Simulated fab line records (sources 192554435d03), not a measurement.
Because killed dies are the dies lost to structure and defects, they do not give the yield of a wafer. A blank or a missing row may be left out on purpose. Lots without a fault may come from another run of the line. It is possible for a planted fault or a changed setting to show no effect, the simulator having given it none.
Which tool is to blame? -- flow n5Finfet -- 6 lots with 18 wafers sampled at 2 steps, on a route of 1938 steps

## WHAT EACH GAUGE READ, for each wafer
N5_ZERO_LAYER_CD_MEAS_11: target cd 2000 nm.
lot,measured,on,cdNm (nm)
L726,day 1 18:38,cdSem-01,1997.0 2000.9 2001.2
L731,day 3 00:40,cdSem-01,1999.1 1998.5 1999.2
L733,day 3 12:47,cdSem-02,2009.5 2011.3 2009.5
L736,day 4 06:46,cdSem-03,2005.4 2006.9 2007.9
L739,day 5 00:46,cdSem-02,2005.5 2007.1 2006.4
L747,day 7 00:46,cdSem-03,2001.4 2000.8 2000.7

## TOOL THAT RAN EACH LOT (tool first, then ch and the chambers of the sampled wafers, then the start)
lot,N5_ZERO_LAYER_EXPOSE_08
L726,"krfScanner-02 ch 0, day 1 18:28"
L731,"krfScanner-02 ch 0, day 3 00:29"
L733,"krfScanner-02 ch 0, day 3 12:37"
L736,"krfScanner-02 ch 0, day 4 06:36"
L739,"krfScanner-02 ch 0, day 5 00:35"
L747,"krfScanner-01 ch 0, day 7 00:36"
- N5_ZERO_LAYER_EXPOSE_08: exposes mask ZERO, defocus 0 nm, target cd 2000 nm.

## THE ANSWER, worked out from the rows above alone
Rule: usual is defined by the lots themselves. Put in order of their means at a reading, lots are off if they are a third of the lots or fewer, leave a main group of 4 or more, and stand apart from it by a gap of 3 or more times the standard deviation of the main group's means; of several such gaps the widest counts. A main group is skipped when, at the precision printed for the reading in the tables above, its means are all equal. Also off: a lot with no number at a reading for which 4 or more lots have one. All remaining lots with rows at the step are treated as sound.
No lot is off on any of the readings shown, so nothing can be concluded from this.

## WHAT THE SIMULATOR HAD INSERTED
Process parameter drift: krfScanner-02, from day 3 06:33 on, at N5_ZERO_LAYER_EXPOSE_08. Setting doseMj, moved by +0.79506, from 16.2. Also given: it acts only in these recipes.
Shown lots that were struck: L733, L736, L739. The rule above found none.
